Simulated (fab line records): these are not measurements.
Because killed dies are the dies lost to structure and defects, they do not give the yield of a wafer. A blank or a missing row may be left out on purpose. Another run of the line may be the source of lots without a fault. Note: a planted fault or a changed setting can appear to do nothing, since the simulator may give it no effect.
Which tool was responsible? ; flow n5Finfet ; Sampling: 24 lots, 72 wafers, 6 of 1938 route steps

## WHAT THE GAUGES SHOWED, per wafer
N5_SD_EPI_P_OVL_MEAS_10.
lot;measured;on;SD_P_BLK_OVL (nm)
L074;day 3 07:32;overlay-01;-0.9 -1.1 -0.9
L075;day 3 17:10;overlay-01;-0.5 -1.1 0.4
L076;day 3 20:13;overlay-01;-0.3 -2.1 -1.3
L077;day 4 02:17;overlay-01;-0.1 -0.6 -1.0
L078;day 4 06:26;overlay-02;-1.9 -1.3 0.0
L079;day 4 14:32;overlay-01;-0.4 1.5 -0.6
L080;day 4 17:32;overlay-01;-0.8 -0.6 -1.7
L081;day 5 01:57;overlay-01;0.7 0.7 0.1
L082;day 5 04:13;overlay-02;0.9 0.0 -0.5
L083;day 5 09:40;overlay-01;-1.1 -2.4 -1.7
L084;day 5 17:32;overlay-01;0.8 0.1 1.0
L085;day 5 23:12;overlay-01;0.5 -0.2 -2.6
L086;day 6 07:46;overlay-01;-0.4 0.5 -0.7
L087;day 6 09:46;overlay-01;-0.2 -2.0 -1.7
L088;day 6 18:32;overlay-01;-0.2 -0.5 0.1
L089;day 6 22:55;overlay-01;0.4 0.9 0.4
L090;day 7 06:16;overlay-01;0.3 -0.5 -0.8
L091;day 7 11:41;overlay-02;-0.3 -0.6 0.7
L092;day 7 16:30;overlay-01;0.6 1.2 1.0
L093;day 7 22:52;overlay-02;-1.5 -0.8 0.5
L094;day 8 04:56;overlay-01;0.1 0.0 0.0
L095;day 8 13:20;overlay-01;-0.9 -0.4 -1.0
L096;day 8 17:36;overlay-02;0.0 0.5 0.7
L097;day 9 01:12;overlay-02;0.8 0.8 1.0

## EACH LOT AND THE TOOL THAT RAN IT (in order: tool; ch and the chambers of the sampled wafers; start)
lot;N5_DUMMY_GATE_HM_OPEN_21;N5_DUMMY_GATE_STRIP_48;N5_SPACER0_ALD_00;N5_SD_EPI_N_ETCHBACK_44;N5_SD_EPI_N_VAPOR_ETCH_50
L074;rieDiel-06 ch 1,2,3, day 3 00:46;rieDiel-04 ch 0,1,3, day 3 01:14;aldSin-01 ch 1,2,3, day 3 02:13;rieDiel-02 ch 1,2,3, day 3 03:32;epiRpcvd-03 ch 0, day 3 04:39
L075;rieDiel-03 ch 0,1, day 3 09:41;rieDiel-04 ch 1, day 3 10:25;aldSin-02 ch 0,1,3, day 3 11:07;rieDiel-02 ch 1,2,3, day 3 12:58;epiRpcvd-02 ch 0, day 3 14:19
L076;rieDiel-03 ch 0,1,2, day 3 13:21;rieDiel-06 ch 0,1,2, day 3 13:49;aldSin-01 ch 0,2,3, day 3 14:11;rieDiel-02 ch 0,1,3, day 3 15:31;epiRpcvd-04 ch 0, day 3 16:43
L077;rieDiel-03 ch 0,3, day 3 19:21;rieDiel-06 ch 0,2,3, day 3 19:49;aldSin-04 ch 1,3, day 3 20:11;rieDiel-01 ch 1,3, day 3 21:30;epiRpcvd-04 ch 0, day 3 22:45
L078;rieDiel-03 ch 1,3, day 4 00:14;rieDiel-04 ch 0,3, day 4 00:41;aldSin-04 ch 0,1,2, day 4 01:04;rieDiel-05 ch 0,3, day 4 02:29;epiRpcvd-02 ch 0, day 4 03:35
L079;rieDiel-03 ch 0,2,3, day 4 07:40;rieDiel-03 ch 0,2,3, day 4 08:05;aldSin-02 ch 1,2,3, day 4 08:30;rieDiel-05 ch 0,1,3, day 4 09:52;epiRpcvd-04 ch 0, day 4 11:08
L080;rieDiel-03 ch 0,2,3, day 4 11:01;rieDiel-06 ch 0,2,3, day 4 11:28;aldSin-01 ch 1,2, day 4 12:05;rieDiel-01 ch 1,3, day 4 13:25;epiRpcvd-02 ch 0, day 4 14:37
L081;rieDiel-06 ch 2,3, day 4 18:28;rieDiel-04 ch 1,2,3, day 4 18:58;aldSin-04 ch 0,1,3, day 4 19:20;rieDiel-05 ch 0,1,2, day 4 20:40;epiRpcvd-03 ch 0, day 4 21:58
L082;rieDiel-03 ch 0,1,3, day 4 21:55;rieDiel-06 ch 1,2,3, day 4 22:22;aldSin-02 ch 0,1,2, day 4 23:05;rieDiel-05 ch 0,2,3, day 5 00:16;epiRpcvd-02 ch 0, day 5 01:21
L083;rieDiel-04 ch 0,1, day 5 03:39;rieDiel-06 ch 0,2,3, day 5 04:07;aldSin-01 ch 1,2,3, day 5 04:30;rieDiel-05 ch 0,1, day 5 05:41;epiRpcvd-02 ch 0, day 5 06:50
L084;rieDiel-03 ch 0,1,2, day 5 11:24;rieDiel-06 ch 0,1, day 5 11:51;aldSin-04 ch 0,2, day 5 12:14;rieDiel-01 ch 1,2, day 5 13:33;epiRpcvd-04 ch 0, day 5 14:40
L085;rieDiel-06 ch 0,1,3, day 5 16:57;rieDiel-04 ch 1,2, day 5 17:25;aldSin-02 ch 0,1,2, day 5 17:49;rieDiel-02 ch 1,2, day 5 19:08;epiRpcvd-04 ch 0, day 5 20:13
L086;rieDiel-06 ch 1,3, day 6 00:46;rieDiel-06 ch 0,1, day 6 01:14;aldSin-02 ch 0,2,3, day 6 01:37;rieDiel-02 ch 0,1,2, day 6 02:56;epiRpcvd-02 ch 0, day 6 04:15
L087;rieDiel-04 ch 1,2,3, day 6 03:46;rieDiel-06 ch 0,3, day 6 04:13;aldSin-02 ch 0,1,3, day 6 04:35;rieDiel-05 ch 1,2,3, day 6 05:47;epiRpcvd-03 ch 0, day 6 06:53
L088;rieDiel-03 ch 1,2, day 6 11:38;rieDiel-03 ch 0,1,2, day 6 12:06;aldSin-04 ch 0,1,3, day 6 13:17;rieDiel-05 ch 0,1,2, day 6 14:38;epiRpcvd-02 ch 0, day 6 15:49
L089;rieDiel-06 ch 0,2,3, day 6 16:45;rieDiel-03 ch 0,1,2, day 6 17:13;aldSin-02 ch 2,3, day 6 17:35;rieDiel-01 ch 1,3, day 6 18:54;epiRpcvd-03 ch 0, day 6 19:59
L090;rieDiel-06 ch 2,3, day 6 23:10;rieDiel-06 ch 0,2, day 6 23:37;aldSin-02 ch 0,2,3, day 7 00:10;rieDiel-05 ch 0,1, day 7 02:08;epiRpcvd-02 ch 0, day 7 03:22
L091;rieDiel-03 ch 0,1,3, day 7 05:19;rieDiel-04 ch 0,2,3, day 7 05:53;aldSin-02 ch 0,1,2, day 7 06:16;rieDiel-01 ch 0,2,3, day 7 07:33;epiRpcvd-03 ch 0, day 7 08:41
L092;rieDiel-03 ch 0,2, day 7 10:26;rieDiel-03 ch 0,1,3, day 7 10:53;aldSin-04 ch 2,3, day 7 11:19;rieDiel-02 ch 0,2,3, day 7 12:31;epiRpcvd-03 ch 0, day 7 13:39
L093;rieDiel-04 ch 0,2,3, day 7 16:36;rieDiel-06 ch 1,2, day 7 17:05;aldSin-02 ch 0,1,3, day 7 17:33;rieDiel-02 ch 0,1,2, day 7 18:55;epiRpcvd-03 ch 0, day 7 19:59
L094;rieDiel-06 ch 0,1,2, day 7 22:45;rieDiel-04 ch 1,2,3, day 7 23:08;aldSin-01 ch 1,2,3, day 7 23:43;rieDiel-01 ch 0,1,3, day 8 00:55;epiRpcvd-02 ch 0, day 8 02:05
L095;rieDiel-04 ch 1,2,3, day 8 06:37;rieDiel-04 ch 0,1,3, day 8 07:05;aldSin-04 ch 1,2,3, day 8 07:28;rieDiel-01 ch 1,2, day 8 08:46;epiRpcvd-02 ch 0, day 8 09:51
L096;rieDiel-03 ch 0,1,3, day 8 11:26;rieDiel-06 ch 0,1,2, day 8 11:56;aldSin-01 ch 0,2,3, day 8 12:19;rieDiel-02 ch 1,2, day 8 13:30;epiRpcvd-04 ch 0, day 8 14:35
L097;rieDiel-03 ch 1,2,3, day 8 17:05;rieDiel-04 ch 2,3, day 8 17:32;aldSin-04 ch 0,3, day 8 19:36;rieDiel-02 ch 0,1,2, day 8 21:05;epiRpcvd-02 ch 0, day 8 22:13
- N5_DUMMY_GATE_HM_OPEN_21: chemistry CH3F/O2, target SiNx, target depth 120 nm, time 171.4 s.
- N5_DUMMY_GATE_STRIP_48: strips in N2/H2, time 20 s.
- N5_SPACER0_ALD_00: deposits SiOCN, target thk 3.5 nm, pulse time 3 s, purge time 2 s.
- N5_SD_EPI_N_ETCHBACK_44: etches SiNx in CH3F/O2, stops on SiO2, target depth 14.5 nm.
- N5_SD_EPI_N_VAPOR_ETCH_50: etches Si in HCl, time 54 s.

## AS READ BY THE TOOLS THEMSELVES (means over the sampled wafers that have a number; for cases with no such wafer, the mark the record gives instead)
N5_DUMMY_GATE_HM_OPEN_21.
lot;tool;drypumpMotorCurrentA (A);oes_f_703_au (a.u.);oesProductAu (a.u.);rfVppV (V);showerheadPlenumPTorr (Torr);throttleValvePct (%)
L074;rieDiel-06;5.7;0.74;0.73;299;2.03;16.70
L075;rieDiel-03;6.0;0.82;0.83;298;2.02;16.27
L076;rieDiel-03;5.9;0.86;0.86;296;1.99;16.29
L077;rieDiel-03;5.4;0.74;0.72;295;1.92;16.61
L078;rieDiel-03;5.5;0.79;0.81;299;2.01;16.28
L079;rieDiel-03;5.7;0.81;0.81;294;1.94;16.46
L080;rieDiel-03;5.7;0.81;0.80;293;1.94;16.46
L081;rieDiel-06;5.8;0.75;0.74;296;1.98;16.77
L082;rieDiel-03;5.7;0.76;0.77;296;1.97;16.46
L083;rieDiel-04;5.1;0.77;0.76;298;2.05;16.60
L084;rieDiel-03;5.9;0.84;0.83;296;1.99;16.29
L085;rieDiel-06;5.7;0.79;0.78;300;2.02;16.57
L086;rieDiel-06;5.7;0.74;0.72;297;1.98;16.71
L087;rieDiel-04;5.8;0.77;0.76;300;2.02;16.48
L088;rieDiel-03;5.8;0.84;0.86;299;2.03;16.14
L089;rieDiel-06;5.7;0.87;0.86;299;2.01;16.49
L090;rieDiel-06;5.7;0.90;0.89;299;2.02;16.53
L091;rieDiel-03;5.7;0.84;0.83;298;2.04;16.32
L092;rieDiel-03;6.1;0.79;0.78;292;1.94;16.51
L093;rieDiel-04;5.8;0.74;0.73;300;2.03;16.55
L094;rieDiel-06;5.6;0.84;0.83;301;2.06;16.50
L095;rieDiel-04;5.8;0.76;0.76;300;2.01;16.51
L096;rieDiel-03;5.7;0.82;0.82;299;2.04;16.34
L097;rieDiel-03;5.5;0.86;0.87;298;2.06;16.17

N5_DUMMY_GATE_STRIP_48.
lot;tool;biasPowerW (W);drypumpMotorCurrentA (A);oesProductAu (a.u.);rfVppV (V);showerheadPlenumPTorr (Torr);throttleValvePct (%)
L074;rieDiel-04;3.006;5.5;0.77;45.6;3.43;12.27
L075;rieDiel-04;2.998;5.1;0.79;46.1;3.41;12.24
L076;rieDiel-06;3.001;5.6;0.79;45.5;3.47;12.40
L077;rieDiel-06;2.995;5.7;0.80;44.8;3.38;12.37
L078;rieDiel-04;2.999;5.5;0.74;45.4;3.45;12.34
L079;rieDiel-03;2.990;5.7;0.81;45.2;3.25;12.18
L080;rieDiel-06;3.009;5.7;0.80;45.2;3.38;12.38
L081;rieDiel-04;3.003;5.8;0.78;45.8;3.38;12.25
L082;rieDiel-06;2.993;5.7;0.73;46.0;3.39;12.52
L083;rieDiel-06;3.013;5.7;0.78;45.5;3.38;12.39
L084;rieDiel-06;2.998;5.6;0.84;44.9;3.46;12.26
L085;rieDiel-04;2.985;5.4;0.77;44.7;3.38;12.32
L086;rieDiel-06;3.001;5.6;0.77;45.8;3.47;12.41
L087;rieDiel-06;2.995;5.7;0.83;44.8;3.37;12.24
L088;rieDiel-03;3.008;5.9;0.83;44.9;3.32;12.05
L089;rieDiel-03;2.987;5.9;0.82;44.7;3.32;12.06
L090;rieDiel-06;2.995;5.6;0.90;45.8;3.43;12.12
L091;rieDiel-04;3.004;5.9;0.73;45.7;3.40;12.36
L092;rieDiel-03;3.001;5.7;0.84;45.5;3.41;12.06
L093;rieDiel-06;3.003;5.6;0.85;45.8;3.46;12.22
L094;rieDiel-04;3.000;5.8;0.76;44.7;3.37;12.30
L095;rieDiel-04;3.002;5.4;0.74;44.3;3.41;12.36
L096;rieDiel-06;3.004;5.6;0.82;45.0;3.45;12.28
L097;rieDiel-04;3.010;6.2;0.76;44.8;3.36;12.27

N5_SPACER0_ALD_00.
lot;tool;heaterPowerW (W);precursorPulseHeightRel
L074;aldSin-01;919;0.994
L075;aldSin-02;807;1.009
L076;aldSin-01;881;1.008
L077;aldSin-04;910;1.005
L078;aldSin-04;795;1.002
L079;aldSin-02;802;0.999
L080;aldSin-01;957;1.001
L081;aldSin-04;848;0.983
L082;aldSin-02;805;0.986
L083;aldSin-01;898;1.007
L084;aldSin-04;761;0.991
L085;aldSin-02;798;1.021
L086;aldSin-02;836;1.007
L087;aldSin-02;815;0.989
L088;aldSin-04;843;1.033
L089;aldSin-02;800;1.002
L090;aldSin-02;816;1.010
L091;aldSin-02;806;1.009
L092;aldSin-04;874;0.990
L093;aldSin-02;825;0.998
L094;aldSin-01;883;1.010
L095;aldSin-04;857;1.017
L096;aldSin-01;842;1.001
L097;aldSin-04;815;1.008

N5_SD_EPI_N_ETCHBACK_44.
lot;tool;drypumpMotorCurrentA (A);oes_f_703_au (a.u.);oesProductAu (a.u.);rfVppV (V);showerheadPlenumPTorr (Torr);throttleValvePct (%)
L074;rieDiel-02;5.4;0.75;0.65;296.6;2.00;16.40
L075;rieDiel-02;5.4;0.75;0.65;296.5;2.00;16.42
L076;rieDiel-02;5.7;0.74;0.64;295.7;1.97;16.38
L077;rieDiel-01;5.6;0.85;0.72;298.0;2.03;16.53
L078;rieDiel-05;6.1;0.77;0.65;295.9;1.97;16.53
L079;rieDiel-05;6.4;0.77;0.65;296.3;1.97;16.44
L080;rieDiel-01;5.8;0.89;0.75;297.6;2.04;16.50
L081;rieDiel-05;6.4;0.84;0.72;297.2;2.03;16.36
L082;rieDiel-05;6.1;0.84;0.71;297.8;2.02;16.46
L083;rieDiel-05;6.7;0.76;0.65;295.6;1.98;16.34
L084;rieDiel-01;6.3;0.88;0.74;297.7;2.04;16.45
L085;rieDiel-02;5.2;0.71;0.62;295.3;1.95;16.47
L086;rieDiel-02;5.5;0.71;0.61;294.3;1.93;16.45
L087;rieDiel-05;6.1;0.77;0.66;295.5;1.95;16.54
L088;rieDiel-05;6.3;0.82;0.69;296.7;2.02;16.38
L089;rieDiel-01;5.8;0.86;0.72;297.4;2.03;16.54
L090;rieDiel-05;6.6;0.78;0.67;298.6;2.04;16.32
L091;rieDiel-01;5.8;0.84;0.71;295.5;2.00;16.40
L092;rieDiel-02;5.6;0.79;0.68;294.6;1.98;16.33
L093;rieDiel-02;5.5;0.78;0.67;294.4;1.92;16.31
L094;rieDiel-01;5.5;0.86;0.73;295.1;2.00;16.43
L095;rieDiel-01;6.5;0.80;0.67;295.4;2.02;16.47
L096;rieDiel-02;5.2;0.84;0.72;295.2;1.94;16.21
L097;rieDiel-02;5.5;0.88;0.75;295.9;2.00;16.18

N5_SD_EPI_N_VAPOR_ETCH_50.
lot;tool;throttleValvePct (%)
L074;epiRpcvd-03;11.95
L075;epiRpcvd-02;11.65
L076;epiRpcvd-04;11.79
L077;epiRpcvd-04;11.88
L078;epiRpcvd-02;11.70
L079;epiRpcvd-04;11.88
L080;epiRpcvd-02;11.75
L081;epiRpcvd-03;11.72
L082;epiRpcvd-02;11.77
L083;epiRpcvd-02;11.71
L084;epiRpcvd-04;11.93
L085;epiRpcvd-04;11.96
L086;epiRpcvd-02;11.73
L087;epiRpcvd-03;11.69
L088;epiRpcvd-02;11.71
L089;epiRpcvd-03;11.85
L090;epiRpcvd-02;11.70
L091;epiRpcvd-03;11.68
L092;epiRpcvd-03;11.69
L093;epiRpcvd-03;11.74
L094;epiRpcvd-02;11.98
L095;epiRpcvd-02;11.75
L096;epiRpcvd-04;11.98
L097;epiRpcvd-02;11.70

## THE ANSWER, worked out from the rows above alone
Rule: usual is defined by the lots themselves. The widest of any qualifying gaps counts: lots, ordered by their means at a reading, are off when they make up no more than a third of the lots, leave a main group of 4 or more, and stand apart from it by 3 or more times the standard deviation of that group's means. The tables above print the reading to a certain number of digits; a main group whose means all agree to those digits is not used. A lot without any number at a reading at which 4 lots or more have one is off too. Where the step has rows for the other lots, those lots are counted as sound. After the gauges, taken in route order, come the tools' own readings; for these a lot's mean is taken, as printed above. The first step at which some lot is off is used, and at that step the reading that is off furthest; a lot without a number counts as furthest.
No lot is off at any reading shown: from this, nothing can be told.

## WHAT WAS PUT IN BY THE SIMULATOR
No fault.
